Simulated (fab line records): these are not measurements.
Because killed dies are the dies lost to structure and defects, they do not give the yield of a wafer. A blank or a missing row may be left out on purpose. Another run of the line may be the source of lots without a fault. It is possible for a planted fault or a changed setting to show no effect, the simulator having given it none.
Chamber matching	flow nand_harc	rie_diel-07 running NHARC_HYBRID_BOND_ACTIVATE_00: 4 sister chambers
The step chemistry N2, time 60 s. 8 wafers are shown with their chamber, then 7 later ones without.

== WAFERS WITH THEIR CHAMBER ==
wafer	chamber	drypump_motor_current_A (A)	oes_product_au (a.u.)
L242.1	0	5.3	1.004
L242.2	2	5.1	1.009
L242.4	1	5.9	1.002
L248.2	2	5.1	1.002
L248.3	1	5.8	0.987
L248.5	3	5.5	0.997
L249.2	0	5.3	1.008
L249.3	3	5.5	0.986

== WAFERS MISSING THEIR CHAMBER ==
wafer	drypump_motor_current_A (A)	oes_product_au (a.u.)
L249.4	5.9	0.988
L257.1	5.1	1.005
L257.4	5.9	0.985
L257.5	5.9	0.995
L259.1	5.5	0.989
L259.4	5.1	1.011
L259.5	5.3	1.012

== WHICH CHAMBER EACH ONE RAN IN ==
wafer	from the rows above	in truth
L249.4	1	1
L257.1	2	2
L257.4	1	1
L257.5	1	1
L259.1	3	3
L259.4	2	2
L259.5	0	0
Correct placement for 7 of the 7. Left unplaced by these rows: 0. 0 placed wrongly.
How it was worked out, from the rows above alone: a wafer's distance from a chamber is the root of the sum, over the readings, of the square of ((its reading less the chamber's mean) divided by the reading's scatter). If the next closest chamber is less than 2 further off than the closest, the wafer can't be placed; otherwise it belongs to the closest. The mean given for a chamber averages the wafers shown for that chamber. The scatter: the root of (the sum of the squares of (reading less its chamber's mean) over the shown wafers, divided by (wafers less chambers)).
